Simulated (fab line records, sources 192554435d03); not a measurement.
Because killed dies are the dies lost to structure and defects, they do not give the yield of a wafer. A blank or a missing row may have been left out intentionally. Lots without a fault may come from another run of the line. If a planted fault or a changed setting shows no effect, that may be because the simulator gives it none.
fab line records	flow n5Finfet
record: lots: 6	wafers: 18	lastDay: 17
route steps=1938 shown HKMG_FIN@406 PASSIVATION@1936
lots that met no fault: taken from a fault-free run of the same line
startH: hours from the record's opening day to when the first of the lot's shown wafers began	waitH: hours from the lot's prior step to this one	" the same as in the row above	L1.1+2: several wafers, shown together as one row	- no value present, or no start provided	* or withheld: withheld	< > ~ a bound
route shown NAME@n: a module of which the file shows steps, and the number in the route of the first	usual: mean/standard deviation of fault-free wafers	same: alike in all rows	chamber/n: place in a boat	sites: readings site by site	_std_site: how widely they spread, as a standard deviation	_edge_site: inner sites' mean taken away from outer sites' mean	radiusMm: how far each site lies from the wafer's centre	mask NAME#n: copy n	behind: the last tool/chamber to shape the wafer	hold: why the lot was held/for how many hours/how that ended	device: names the non-switching transistor (n, p or np)	end of line: at the end of the route, the tests of the same wafers	where a step has no rows: the recipe by itself	killed: the dies lost at the first sort to structure and to defects; this is not the yield of the wafer	map: dies across one wafer; x = killed, . = not, _ = none there
set.NAME: the setting that was run; set.NAME@STEP: the one run at that earlier step	model.NAME: the simulator's own value behind a step, which no gauge read
lots seen at some steps along the route; tables by step, rows by wafer
services: from which hour (startH, from the record's first day; less than 0 if before it) a tool's chamber was out of use, for how many hours, and why
== steps ==
step: N5_HKMG_FIN_ETCH_58
recipe: chemistry: N2/H2	target: SOC	targetDepthA: 2158	ionEnergyEv: 50	biasW: 13	timeS: 741	pressureMtorr: 30	sourceW: 875	n2FlowSccm: 200	h2FlowSccm: 200
usual: drypumpMotorCurrentA: 5.7/0.52	oesProductAu: 0.84/0.09	rfVppV: 99.0/0.93	showerheadPlenumPTorr: 2.52/0.058	throttleValvePct: 17.8/0.32
lot.wafer	tool	chamber	startH	waitH	drypumpMotorCurrentA	oesProductAu	rfHoursCounterH	rfVppV	showerheadPlenumPTorr	throttleValvePct
L836.1	rieDiel-05	2	77.76	0.0	6.7	0.71	148	100.1	2.56	18.5
L836.2	"	3	"	"	5.0	0.66	242	98.5	2.50	18.0
L836.3	"	1	"	"	5.8	0.94	10	99.9	2.46	17.4
L839.1	rieDiel-05	0	98.99	0.0	5.1	0.90	31	99.0	2.48	17.6
L839.4	"	0	"	"	5.1	0.91	-	96.5	2.48	17.6
L839.5	"	1	"	"	5.8	0.91	-	99.2	2.46	17.5
L840.3	rieDiel-01	1	105.23	0.0	5.8	0.70	199	100.0	2.53	18.5
L840.4	"	0	"	"	6.3	0.81	115	99.9	2.59	17.9
L840.5	"	3	"	"	6.0	0.84	-	100.4	2.57	17.8
L842.2	rieDiel-05	0	115.60	0.0	5.1	0.89	39	99.8	2.48	17.7
L842.4	"	0	"	"	5.1	0.89	-	97.6	2.48	17.7
L842.5	"	1	"	"	5.8	0.89	-	98.4	2.45	17.5
L857.1	rieDiel-04	1	206.55	0.0	5.4	0.84	63	100.7	2.59	17.8
L857.2	"	3	"	"	6.1	0.93	32	98.8	2.47	17.4
L857.3	"	0	"	"	5.9	0.76	134	99.9	2.47	18.0
L858.1	rieDiel-05	0	214.60	0.0	5.1	0.84	75	98.9	2.46	17.7
L858.3	"	2	"	"	6.7	0.68	196	98.2	2.54	18.6
L858.5	"	0	"	"	5.1	0.84	-	101.1	2.47	17.7
step: N5_HKMG_FIN_STRIP_93
recipe: chemistry: N2/H2	material: SOC	timeS: 20	powerW: 500	tempC: 40	pressureMtorr: 50	rfFrequencyHz: 6e+07	biasPowerW: 8	h2Frac: 0.5	n2FlowSccm: 300	h2FlowSccm: 300
step: N5_HKMG_FIN_WET_ETCH_76
recipe: chemistry: dNH4OH	mix: 1:50	tempC: 25	target: Al2O3	stopOn: La2O3	targetDepthNm: 2.25	dry: ipaMarangoni	rinseTimeS: 30	rinseTempC: 23
step: N5_HKMG_FIN_STRIP_60
recipe: chemistry: N2/H2	powerW: 2500	tempC: 300	h2Frac: 0.65	timeS: 360	pressureMtorr: withheld	n2FlowSccm: 1750	h2FlowSccm: 3250
usual: drypumpMotorCurrentA: 5.9/0.62	heaterPowerW: 540/40	tempC: 299.97/0.21
lot.wafer	tool	chamber	startH	waitH	drypumpMotorCurrentA	heaterPowerW	rfHoursCounterH	tempC
L836.1	plasmaAsher-02	0	78.34	0.0	6.7	552	86	299.80
L836.2	"	1	"	"	5.9	458	86	299.74
L836.3	"	1	"	"	5.9	451	-	300.13
L839.1	plasmaAsher-01	1	99.57	0.0	6.4	540	40	299.93
L839.4	"	1	"	"	6.3	548	-	299.94
L839.5	"	1	"	"	6.3	554	-	299.86
L840.3	plasmaAsher-02	0	105.93	0.2	6.7	566	-	299.95
L840.4	"	1	"	"	5.9	466	-	299.82
L840.5	"	0	"	"	6.7	565	-	299.66
L842.2	plasmaAsher-01	1	116.18	0.0	6.4	531	44	299.64
L842.4	"	1	"	"	6.4	535	-	300.10
L842.5	"	0	"	"	5.1	574	-	299.58
L857.1	plasmaAsher-02	0	207.12	0.0	6.7	568	112	299.97
L857.2	"	1	"	"	5.9	464	112	300.49
L857.3	"	1	"	"	5.9	458	-	300.17
L858.1	plasmaAsher-01	1	215.26	0.0	6.3	549	63	299.90
L858.3	"	1	"	"	6.3	534	-	299.82
L858.5	"	1	"	"	6.4	537	-	300.14
step: N5_HKMG_FIN_WET_ETCH_77
recipe: chemistry: dHCl	mix: 1:10000	tempC: 25	target: La2O3	stopOn: HfO2	targetDepthNm: 2
step: N5_HKMG_FIN_WET_ETCH_78
recipe: chemistry: dNH4OH	mix: 1:50	tempC: 25	target: Al2O3	stopOn: La2O3	targetDepthNm: 4.5	dry: ipaMarangoni	rinseTimeS: 30	rinseTempC: 23
step: N5_HKMG_FIN_ALD_79
recipe: material: TiN	targetThkA: 15	tempC: 400	aldPrecursorFamily: TiCl4	aldCoReactant: NH3	pulseTimeS: 1	purgeTimeS: 3	coReactantPurgeTimeS: 2	coReactantPulseTimeS: 2	aldCycles: 68	pressureTorr: 3
step: N5_HKMG_FIN_CVD_62
recipe: material: a-Si	targetThkA: 30	tempC: 500	precursor: Si2H6	pressureTorr: 1	timeS: 20.8
step: N5_HKMG_FIN_RTA_80
recipe: tempC: withheld	timeS: 2	ambient: N2	idleTempC: 600	rampUpCPerS: 150	rampDownCPerS: 60	coolToC: 600
step: N5_HKMG_FIN_PRECLEAN_64
recipe: chemistry: dHF	timeS: 30	tempC: 25	dilution: withheld
step: N5_HKMG_FIN_WET_ETCH_65
recipe: chemistry: TMAH	tempC: 70	concWtPct: 5	target: a-Si	stopOn: TiN	timeS: 49	targetDepthNm: 3
step: N5_HKMG_FIN_WET_ETCH_81
recipe: chemistry: SC1	target: TiN	stopOn: HfO2	mix: 1:1:5	tempC: 60	timeS: 57	targetDepthNm: 6
step: N5_HKMG_FIN_WET_ETCH_82
recipe: chemistry: dHCl	mix: 1:10000	tempC: 25	target: La2O3	stopOn: HfO2	targetDepthNm: 2	dry: ipaMarangoni	rinseTimeS: 30	rinseTempC: 23
usual: tempC: 25.00/0.11
lot.wafer	tool	chamber	startH	waitH	tempC
L836.1	wetBench-06	2	79.53	0.0	24.90
L836.2	"	1	"	"	24.80
L836.3	"	3	"	"	24.82
L839.1	wetBench-02	1	100.87	0.0	25.01
L839.4	"	4	"	"	25.22
L839.5	"	0	"	"	24.91
L840.3	wetBench-02	3	107.12	0.0	24.97
L840.4	"	7	"	"	25.09
L840.5	"	0	"	"	24.88
L842.2	wetBench-02	4	117.39	0.0	24.85
L842.4	"	7	"	"	25.00
L842.5	"	2	"	"	25.27
L857.1	wetBench-06	1	208.50	0.0	24.93
L857.2	"	5	"	"	24.95
L857.3	"	7	"	"	25.00
L858.1	wetBench-06	5	216.56	0.0	25.02
L858.3	"	0	"	"	24.91
L858.5	"	1	"	"	25.04
step: N5_HKMG_FIN_ALD_36
recipe: material: TiN	targetThkA: 10	tempC: 400	aldPrecursorFamily: TiCl4	aldCoReactant: NH3	pulseTimeS: 1	purgeTimeS: 3	coReactantPurgeTimeS: 2	coReactantPulseTimeS: 2	aldCycles: 47	pressureTorr: 3
usual: heaterPowerW: 846/97	precursorPulseHeightRel: 1.005/0.019
lot.wafer	tool	chamber	startH	waitH	heaterPowerW	precursorPulseHeightRel
L836.1	aldMetal-02	1	79.59	0.0	846	0.981
L836.2	"	3	"	"	952	1.038
L836.3	"	0	"	"	922	1.016
L839.1	aldMetal-03	0	100.93	0.0	1039	0.986
L839.4	"	3	"	"	857	0.972
L839.5	"	3	"	"	871	0.986
L840.3	aldMetal-04	3	107.18	0.0	833	1.021
L840.4	"	0	"	"	712	0.987
L840.5	"	0	"	"	703	1.029
L842.2	aldMetal-03	1	117.45	0.0	920	1.016
L842.4	"	2	"	"	781	1.020
L842.5	"	3	"	"	871	1.009
L857.1	aldMetal-02	3	208.56	0.0	957	0.994
L857.2	"	2	"	"	764	1.004
L857.3	"	0	"	"	934	1.021
L858.1	aldMetal-02	0	216.62	0.0	940	1.031
L858.3	"	2	"	"	773	1.011
L858.5	"	3	"	"	928	1.000
step: N5_HKMG_FIN_THK_MEAS_70
recipe: thkMeasGauge: xrf	reads: HfO2_of_HKMG_FIN_HK_ALD_01
usual: HK_THK: 1.597/0.023
lot.wafer	tool	chamber	startH	waitH	HK_THK[nm]
L836.1	filmMetro-01	-	79.87	0.2	1.607
L836.2	"	-	"	"	1.581
L836.3	"	-	"	"	1.609
L839.1	filmMetro-01	-	101.21	0.2	1.571
L839.4	"	-	"	"	1.611
L839.5	"	-	"	"	1.578
L840.3	filmMetro-02	-	107.46	0.2	1.649
L840.4	"	-	"	"	1.581
L840.5	"	-	"	"	1.599
L842.2	filmMetro-02	-	117.73	0.2	1.597
L842.4	"	-	"	"	1.540
L842.5	"	-	"	"	1.588
L857.1	filmMetro-02	-	208.84	0.2	1.605
L857.2	"	-	"	"	1.575
L857.3	"	-	"	"	1.621
L858.1	filmMetro-01	-	216.90	0.2	1.591
L858.3	"	-	"	"	1.577
L858.5	"	-	"	"	1.587
step: N5_HKMG_FIN_PWFM_ALD_03
recipe: material: TiN	targetThkA: 20	tempC: 400	aldPrecursorFamily: TiCl4	aldCoReactant: NH3	pulseTimeS: 1	purgeTimeS: 3	coReactantPurgeTimeS: 2	coReactantPulseTimeS: 2	aldCycles: 91	pressureTorr: 3
usual: heaterPowerW: 855/93	precursorPulseHeightRel: 1.000/0.018
lot.wafer	tool	chamber	startH	waitH	heaterPowerW	precursorPulseHeightRel
L836.1	aldMetal-03	0	79.90	0.0	1052	1.026
L836.2	"	1	"	"	896	1.019
L836.3	"	3	"	"	878	0.969
L839.1	aldMetal-02	1	101.25	0.0	827	0.993
L839.4	"	2	"	"	797	1.009
L839.5	"	0	"	"	943	0.977
L840.3	aldMetal-04	3	107.50	0.0	865	1.006
L840.4	"	2	"	"	828	1.016
L840.5	"	1	"	"	737	1.001
L842.2	aldMetal-04	2	117.77	0.0	829	1.006
L842.4	"	1	"	"	751	1.032
L842.5	"	0	"	"	716	0.996
L857.1	aldMetal-04	1	208.88	0.0	732	0.997
L857.2	"	3	"	"	865	1.023
L857.3	"	2	"	"	816	0.968
L858.1	aldMetal-03	1	216.93	0.0	918	0.998
L858.3	"	3	"	"	866	0.999
L858.5	"	3	"	"	911	1.019
step: N5_HKMG_FIN_COAT_29
recipe: resist: SOC	tempC: 250	timeS: 60	spinRpm: 1500	resistThkNm: 300
step: N5_HKMG_FIN_COAT_30
recipe: resist: SiARC	tempC: 220	timeS: 60	spinRpm: 1500	resistThkNm: 35
step: N5_HKMG_FIN_COAT_06
recipe: resist: CAR-ArF	spinRpm: 1500	resistThkNm: 90
step: N5_HKMG_FIN_EBR_08
recipe: solvent: PGMEA	ebrWidthMm: 1.5
step: N5_HKMG_FIN_SOFTBAKE_07
recipe: tempC: 110	timeS: 60	resist: CAR-ArF
step: N5_HKMG_FIN_EXPOSE_09
recipe: maskId: NWFM	na: 1.35	sourceShape: conventional	sigmaOuter: 0.8	polarization: unpolarized	doseMj: 39.25
step: N5_HKMG_FIN_PEB_10
recipe: pebTempC: withheld	pebTimeS: 60	resist: CAR-ArF
step: N5_HKMG_FIN_DEVELOP_11
recipe: developTimeS: 30	developer: TMAH	resist: CAR-ArF	devTempC: 23	rinseLiquid: diw	dry: airSpin
step: N5_HKMG_FIN_CD_MEAS_12
recipe: targetCdNm: 92.8	landingEnergyEv: 500	detector: seInlens
usual: cdNm: 92.7/0.87
lot.wafer	tool	chamber	startH	waitH	cdNm
L836.1	cdSem-02	0	80.62	-	92.6
L836.2	"	0	"	"	92.1
L836.3	"	0	"	"	92.8
L839.1	cdSem-02	0	101.96	-	92.7
L839.4	"	0	"	"	94.1
L839.5	"	0	"	"	92.2
L840.3	cdSem-02	0	108.34	-	92.1
L840.4	"	0	"	"	92.8
L840.5	"	0	"	"	92.2
L842.2	cdSem-02	0	118.48	-	93.1
L842.4	"	0	"	"	91.8
L842.5	"	0	"	"	92.8
L857.1	cdSem-02	0	209.72	-	92.5
L857.2	"	0	"	"	92.2
L857.3	"	0	"	"	93.7
L858.1	cdSem-03	0	217.77	-	91.1
L858.3	"	0	"	"	91.7
L858.5	"	0	"	"	92.1
step: N5_HKMG_FIN_OVL_MEAS_13
recipe: pointsPerWafer: 44
usual: NWFM_OVL: -0.3/0.74
lot.wafer	tool	chamber	startH	waitH	NWFM_OVL[nm]
L836.1	overlay-02	0	80.65	0.0	0.9
L836.2	"	0	"	"	0.2
L836.3	"	0	"	"	0.8
L839.1	overlay-01	0	101.99	0.0	0.4
L839.4	"	0	"	"	0.6
L839.5	"	0	"	"	0.4
L840.3	overlay-01	0	108.37	0.0	0.1
L840.4	"	0	"	"	0.3
L840.5	"	0	"	"	0.1
L842.2	overlay-02	0	118.51	0.0	-0.6
L842.4	"	0	"	"	0.7
L842.5	"	0	"	"	0.7
L857.1	overlay-01	0	209.75	0.0	-0.5
L857.2	"	0	"	"	-1.0
L857.3	"	0	"	"	-0.7
L858.1	overlay-01	0	217.80	0.0	-1.0
L858.3	"	0	"	"	-1.9
L858.5	"	0	"	"	-0.9
step: N5_HKMG_FIN_INSPECT_14
recipe: mode: adi	inspectInstrument: macro
usual: rawDefectCount: 1.9/1.6
lot.wafer	tool	chamber	startH	waitH	rawDefectCount
L836.1	defectInspect-02	-	80.67	0.0	2
L836.2	"	-	"	"	0
L836.3	"	-	"	"	0
L839.1	defectInspect-01	-	102.02	0.0	1
L839.4	"	-	"	"	2
L839.5	"	-	"	"	1
L840.3	defectInspect-01	-	108.39	0.0	>300
L840.4	"	-	"	"	>300
L840.5	"	-	"	"	>300
L842.2	defectInspect-01	-	118.53	0.0	>300
L842.4	"	-	"	"	>300
L842.5	"	-	"	"	>300
L857.1	defectInspect-02	-	209.77	0.0	4
L857.2	"	-	"	"	0
L857.3	"	-	"	"	3
L858.1	defectInspect-02	-	217.82	0.0	1
L858.3	"	-	"	"	1
L858.5	"	-	"	"	3
step: N5_HKMG_FIN_DESCUM_17
recipe: chemistry: O2	timeS: 7.9	sourcePowerW: 50	biasPowerW: 20	pressureMtorr: 20	rfFrequencyHz: 2.712e+07	tempC: 40	resist: CAR-ArF	o2FlowSccm: 225
usual: drypumpMotorCurrentA: 5.8/0.44	oesProductAu: 0.83/0.089	rfVppV: 243.0/1.1	showerheadPlenumPTorr: 2.08/0.048	tempC: 39.99/0.11	throttleValvePct: 20.46/0.28
lot.wafer	tool	chamber	startH	waitH	drypumpMotorCurrentA	oesProductAu	rfHoursCounterH	rfVppV	showerheadPlenumPTorr	tempC	throttleValvePct
L836.1	rieDiel-01	3	80.70	0.0	6.0	0.84	62	244.1	2.10	40.05	20.38
L836.2	"	0	"	"	6.3	0.80	105	243.7	2.12	39.90	20.46
L836.3	"	2	"	"	5.3	0.80	101	245.1	2.18	39.87	20.33
L839.1	rieDiel-05	0	102.09	0.1	5.1	0.91	32	243.0	2.04	39.91	20.27
L839.4	"	0	"	"	5.1	0.91	-	241.4	2.04	40.06	20.26
L839.5	"	2	"	"	6.7	0.74	-	242.3	2.07	40.08	20.79
L840.3	rieDiel-04	1	108.42	0.0	5.4	0.91	28	243.9	2.15	39.98	20.42
L840.4	"	1	"	"	5.4	0.92	-	244.9	2.15	39.89	20.42
L840.5	"	3	"	"	6.0	1.03	-	242.2	2.06	39.83	20.18
L842.2	rieDiel-01	2	118.57	0.0	5.3	0.79	114	244.7	2.18	40.05	20.35
L842.4	"	1	"	"	5.8	0.70	203	243.8	2.09	39.97	21.15
L842.5	"	0	"	"	6.3	0.78	-	244.8	2.12	39.91	20.47
L857.1	rieDiel-04	1	209.93	0.2	5.4	0.85	64	242.5	2.14	39.94	20.48
L857.2	"	3	"	"	6.0	0.91	33	242.7	2.05	40.03	20.22
L857.3	"	0	"	"	5.9	0.77	135	242.4	2.00	39.81	20.29
L858.1	rieDiel-01	0	217.87	0.0	6.3	0.76	152	242.5	2.11	40.02	20.54
L858.3	"	2	"	"	5.3	0.74	148	245.8	2.16	39.81	20.40
L858.5	"	2	"	"	5.3	0.75	-	243.8	2.16	39.97	20.41
step: N5_PASSIVATION_PROBE_49
usual: killed_at_M0_to_M3: 32/9.3	killed_at_M4_up: 14/4.9	killedAtContacts: 15/7.5	killedAtFrontEnd: 40/11	killedAtOther: 4/3.3	killedDies: 104/17	killedOnRim: 13/4.2	killedOpen: 68/14	killedShort: 33/7.9
same: grossDies: 1180	killedAtBackSide: 0
lot.wafer	tool	chamber	startH	waitH	killed_at_M0_to_M3	killed_at_M4_up	killedAtContacts	killedAtFrontEnd	killedAtOther	killedDies	killedOnRim	killedOpen	killedShort
L836.1	prober-01	-	272.80	0.0	54	8	13	29	2	106	14	71	35
L836.2	prober-01	-	272.85	0.1	36	18	8	36	4	102	17	74	28
L836.3	prober-01	-	272.90	0.1	31	20	6	23	2	82	7	62	20
L839.1	prober-02	-	285.06	0.0	42	22	6	43	5	118	12	71	46
L839.4	prober-02	-	285.21	0.2	35	12	10	42	2	101	12	65	36
L839.5	prober-02	-	285.26	0.2	31	15	5	57	3	111	11	73	38
L840.3	prober-01	-	297.55	0.1	27	5	21	182	1	236	30	67	25
L840.4	prober-01	-	297.60	0.2	50	11	34	109	2	206	39	96	48
L840.5	prober-01	-	297.65	0.2	34	11	25	127	0	197	34	89	29
L842.2	prober-01	-	304.52	0.1	14	12	10	143	15	194	28	41	28
L842.4	prober-01	-	304.62	0.2	19	19	64	79	2	183	28	50	24
L842.5	prober-01	-	304.67	0.2	20	11	18	174	4	227	14	53	23
L857.1	prober-01	-	393.53	0.0	34	14	4	24	1	77	18	56	20
L857.2	prober-01	-	393.58	0.1	29	20	6	21	0	76	10	51	25
L857.3	prober-01	-	393.63	0.1	33	15	15	24	2	89	10	61	28
L858.1	prober-02	-	414.52	0.0	30	25	4	34	1	94	6	64	28
L858.3	prober-02	-	414.62	0.1	28	15	22	49	3	117	8	92	22
L858.5	prober-02	-	414.72	0.2	34	13	18	49	2	116	7	80	31
killed by level:class
L836.1 BEOL_M0_SAQP:geometricParticle:short=17 BEOL_M1:geometricParticle:open=17 STI_FIN_REVEAL:geometricParticle:open=13 BEOL_M0_SAQP:geometricParticle:open=12 MOL_CONTACT_COAG:geometricParticle:open=10 GATE_CUT:geometricParticle:short=6 BEOL_M4:geometricParticle:open=5 BEOL_M0:geometricParticle:open=3
L836.2 STI_FIN_REVEAL:geometricParticle:open=13 BEOL_M1:geometricParticle:open=13 MOL_CONTACT_COAG:geometricParticle:open=7 BEOL_M0:geometricParticle:open=6 FIN_SAQP:geometricParticle:short=5 BEOL_M0_SAQP:geometricParticle:short=5 BEOL_M0_SAQP:geometricParticle:open=5 BEOL_M5:geometricParticle:open=4
L836.3 BEOL_M3:geometricParticle:open=10 STI_FIN_REVEAL:geometricParticle:open=7 BEOL_M1:geometricParticle:open=7 BEOL_M4:geometricParticle:open=7 BEOL_M1:geometricParticle:short=5 MOL_CONTACT_COAG:geometricParticle:open=4 BEOL_M5:geometricParticle:open=4 FIN_SAQP:geometricParticle:open=3
L839.1 FIN_SAQP:geometricParticle:short=12 BEOL_M2:geometricParticle:open=11 BEOL_M4:geometricParticle:open=11 FIN_SAQP:geometricParticle:open=7 BEOL_M0_SAQP:geometricParticle:short=7 ILD0:geometricParticle:open=6 BEOL_M1:geometricParticle:open=6 MOL_CONTACT_COAG:geometricParticle:open=5
L839.4 BEOL_M2:geometricParticle:open=13 FIN_SAQP:geometricParticle:short=12 FIN_SAQP:geometricParticle:open=7 STI_FIN_REVEAL:geometricParticle:open=7 MOL_CONTACT_COAG:geometricParticle:open=7 BEOL_M4:geometricParticle:open=6 BEOL_M0_SAQP:geometricParticle:short=5 ILD0:geometricParticle:short=4
L839.5 GATE_CUT:geometricParticle:open=11 FIN_SAQP:geometricParticle:short=10 BEOL_M2:geometricParticle:open=9 FIN_SAQP:geometricParticle:open=7 STARTING-WAFER:geometricParticle:short=6 BEOL_M0_SAQP:geometricParticle:open=5 BEOL_M3:geometricParticle:open=5 BEOL_M4:geometricParticle:open=5
L840.3 HKMG_FIN:unspecified=124 MOL_CONTACT_COAG:geometricParticle:open=19 HKMG_FIN:areaEtch=18 FIN_SAQP:geometricParticle:open=14 BEOL_M0_SAQP:geometricParticle:short=9 STI_FIN_REVEAL:geometricParticle:open=9 BEOL_M3:geometricParticle:open=5 FIN_SAQP:geometricParticle:short=4
L840.4 HKMG_FIN:unspecified=61 MOL_CONTACT_COAG:geometricParticle:open=28 STI_FIN_REVEAL:geometricParticle:open=10 BEOL_M0_SAQP:geometricParticle:short=10 BEOL_M0_SAQP:geometricParticle:open=9 BEOL_M3:geometricParticle:open=8 FIN_SAQP:geometricParticle:open=7 MOL_CONTACT_COAG:geometricParticle:short=6
L840.5 HKMG_FIN:unspecified=73 MOL_CONTACT_COAG:geometricParticle:open=21 FIN_SAQP:geometricParticle:open=16 STI_FIN_REVEAL:geometricParticle:open=16 BEOL_M0_SAQP:geometricParticle:open=9 BEOL_M0_SAQP:geometricParticle:short=9 BEOL_M2:geometricParticle:open=8 HKMG_FIN:areaEtch=5
L842.2 HKMG_FIN:unspecified=113 PASSIVATION:areaEtch=11 DUMMY_GATE:geometricParticle:open=7 FIN_SAQP:geometricParticle:short=6 MOL_CONTACT_COAG:geometricParticle:open=6 BEOL_M0_SAQP:geometricParticle:short=6 BEOL_M4:geometricParticle:open=6 STI_FIN_REVEAL:geometricParticle:open=5
L842.4 HKMG_FIN:unspecified=60 MOL_CONTACT_COAG:areaEtch=49 MOL_CONTACT_COAG:geometricParticle:open=13 BEOL_M4:geometricParticle:open=11 BEOL_M0_SAQP:geometricParticle:short=9 DUMMY_GATE:geometricParticle:open=6 BEOL_M2:geometricParticle:open=4 STI_FIN_REVEAL:geometricParticle:open=3
L842.5 HKMG_FIN:unspecified=137 MOL_CONTACT_COAG:geometricParticle:open=10 BEOL_M2:geometricParticle:open=7 FIN_CUT:areaEtch=7 MOL_CONTACT_COAG:areaEtch=7 STI_FIN_REVEAL:geometricParticle:open=6 STI_FIN_REVEAL:geometricParticle:short=6 FIN_SAQP:geometricParticle:open=5
L857.1 BEOL_M1:geometricParticle:open=7 BEOL_M2:geometricParticle:open=7 BEOL_M4:geometricParticle:open=6 STI_FIN_REVEAL:geometricParticle:open=6 MOL_CONTACT_COAG:geometricParticle:open=4 BEOL_M0_SAQP:geometricParticle:open=4 BEOL_M0:geometricParticle:open=4 BEOL_M5:geometricParticle:open=4
L857.2 BEOL_M4:geometricParticle:open=9 BEOL_M0_SAQP:geometricParticle:open=7 BEOL_M1:geometricParticle:open=7 DUMMY_GATE:geometricParticle:open=5 STI_FIN_REVEAL:geometricParticle:open=4 MOL_CONTACT_COAG:geometricParticle:short=4 BEOL_M0_SAQP:geometricParticle:short=4 BEOL_M5:geometricParticle:open=4
L857.3 STI_FIN_REVEAL:geometricParticle:open=11 MOL_CONTACT_COAG:geometricParticle:open=10 BEOL_M1:geometricParticle:open=8 BEOL_M0_SAQP:geometricParticle:short=7 BEOL_M4:geometricParticle:open=6 MOL_CONTACT_COAG:geometricParticle:short=5 BEOL_M0_SAQP:geometricParticle:open=5 BEOL_M5:geometricParticle:open=5
L858.1 BEOL_M4:geometricParticle:open=15 FIN_SAQP:geometricParticle:open=8 BEOL_M0_SAQP:geometricParticle:short=8 BEOL_M0_SAQP:geometricParticle:open=5 STI_FIN_REVEAL:geometricParticle:open=4 MOL_CONTACT_COAG:geometricParticle:open=4 BEOL_M1:geometricParticle:open=4 BEOL_M2:geometricParticle:open=4
L858.3 MOL_CONTACT_COAG:geometricParticle:open=19 STI_FIN_REVEAL:geometricParticle:open=17 BEOL_M2:geometricParticle:open=11 GATE_CUT:geometricParticle:open=7 FIN_SAQP:geometricParticle:short=6 FIN_SAQP:geometricParticle:open=6 BEOL_M5:geometricParticle:open=6 BEOL_M4:geometricParticle:open=5
L858.5 STI_FIN_REVEAL:geometricParticle:open=15 MOL_CONTACT_COAG:geometricParticle:open=13 BEOL_M2:geometricParticle:open=11 FIN_SAQP:geometricParticle:open=8 GATE_CUT:geometricParticle:short=6 MOL_CONTACT_COAG:geometricParticle:short=5 BEOL_M0_SAQP:geometricParticle:open=5 BEOL_M4:geometricParticle:open=5
map L840.3 (x killed, . not)
_________________.........x..________________
______________.........x.x...x.._____________
___________x...x...................__________
__________.....x.........x.........._________
________..x.........x......xx........._______
_______...........x...............xx.xx______
______.......................xx...xxxxxx_____
_____...........x............xxxxxxxxxxxx____
____............x............xxxxxxxxxxxxx___
___........x....x...............xxxxxxxxxxx__
___.....x...................xx..xxxxxxxxxxx__
__......x.x...x....x.x.........xxxxxxxxxxxxx_
__...........................x.xxxxxxxxxxxxx_
_.xx...........................xxxxxxxxxxxxxx
_..................x..x....x...xxxxxxxxxxxxx.
_x....x..xx..........x.........x.x.xxx.xxx..x
_............x......................xx..xxx..
_.........x..........x..........x.x..x.xxx...
_x........x...x....x.......x.........x.......
_..x...x..x...x...xxx...x............xx......
_x..x........................................
__..x..x........xx............x.x......x...._
__......x..................................._
___..x..................x..xxx.....x.......__
___..x...........x.x....x..x.......xx.x....__
____.....x....................x...........___
_____..................x..........x......____
______................x...x..........x.._____
_______......................x.......x.______
________.x.............x.x...x........_______
__________..x.x............xx......._________
___________.........x....xx.x......__________
______________.......x.......x.._____________
_________________......xx....________________
map L842.5 (x killed, . not)
_________________...........x________________
______________x...........x....._____________
___________.....x..................__________
__________x.....x..................._________
________.....................x........_______
_______................................______
______.x.....x.......x.x...x..x..x......_____
_____....................x...............____
____x..............................x......___
___..............xx.................x......__
___....................x..............x..xx__
__.....x.................x...x....x..x......_
__......x...........x...........x.x..x......_
_x................x....x.....................
_..x...............................x..x......
_......x........x..x..........x...........x..
_......x..........................x.......xx.
_......x....x...............xx.x.............
_....x....................x..xx..x......x....
_.............x.x.........x.x........x.......
_.x.......x...........xx.x.xxxxxx...x........
__.........x..........x.xx.xxxxxx..x........_
__....x................xxxxxxxxxxxx...x....._
___..xx.....x........x..xxxxxxxxxxxxxx.....__
___......x........x....xxxxxxxxxxxxxx......__
____x...x.............x.xxxxxxxxxxxxxx....___
_____.............xx..xxxxxxxxxxxxxx...x.____
______.......x......x..xxxxxxxxxxxxx.x.._____
_______..........x.....xxxxxxxxxxxx.xx.______
________.......x.........xxxxxxx.xxx.._______
__________.....x.........x.xxxxxxx.._________
___________.................xxxx.x.__________
______________........x........._____________
_________________............________________
== services ==
tool	chamber	startH	hours	kind
aldMetal-03	3	54.22	11.8	repair
aldMetal-03	-	61.80	2.1	repair
aldMetal-04	1	63.06	-	calibration
rieDiel-05	0	64.07	2.2	repair
rieDiel-04	0	87.45	6.6	repair
rieDiel-04	3	94.41	-	clean
rieDiel-04	3	94.41	-	consumableReplace:focusRing
rieDiel-05	3	96.43	-	clean
rieDiel-05	3	96.43	-	consumableReplace:focusRing
rieDiel-05	3	96.43	19.5	scheduledDown
rieDiel-05	3	96.43	19.5	ventCycle
aldMetal-04	-	99.07	6.0	pm
rieDiel-04	2	108.99	-	clean
rieDiel-04	2	108.99	-	consumableReplace:focusRing
rieDiel-04	2	108.99	10.1	scheduledDown
aldMetal-02	-	115.13	2.8	pm
rieDiel-04	-	148.85	0.1	repair
plasmaAsher-02	-	149.07	2.7	pm
aldMetal-02	0	152.00	9.9	repair
aldMetal-02	1	158.25	28.4	repair
rieDiel-04	2	172.28	4.3	repair
rieDiel-05	0	185.05	3.2	repair
rieDiel-04	-	190.71	1.6	repair
aldMetal-03	-	198.21	2.6	repair
== key ==
firstSign: step: N5_HKMG_FIN_INSPECT_14	reading: rawDefectCount	direction: up	sigmas: 99+	usual: 1.9	struck: >300
effect: step: N5_PASSIVATION_PROBE_49	reading: killedAtFrontEnd	direction: up	sigmas: 8.6	usual: 40	struck: 136
moreKillsBornAt: N5_HKMG_FIN_WET_ETCH_82@wetBench-02: 568
metAt N5_HKMG_FIN_WET_ETCH_82
struckWafers L840.3,L840.4,L840.5,L842.2,L842.4,L842.5
testerLeftOut L840,L842
baselineLoss: step: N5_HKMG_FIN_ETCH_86	wafers: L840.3
baselineLoss: step: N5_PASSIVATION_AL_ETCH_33	wafers: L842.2
baselineLoss: step: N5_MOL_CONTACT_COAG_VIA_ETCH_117	wafers: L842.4
onsetBetween 100.87 107.12
fault: kind: chamberParticleSource	tool: wetBench-02	chamber: -	onsetH: 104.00	steps: N5_HKMG_FIN_WET_ETCH_82	ratePerVisitCm2: 1.1326	endH: 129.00
testerLeftOut: of these lots the tester's yield and bins aren't shown, on N5 and GAA mostly nor the transistor test; their killed dies are dies lost to structure and defects alone, not to doping, threshold or leakage, so they don't give the yield
baselineLoss: these wafers lose ten dies or more at that step, a loss of the line's own and not of a fault; the sort's usual values leave them out
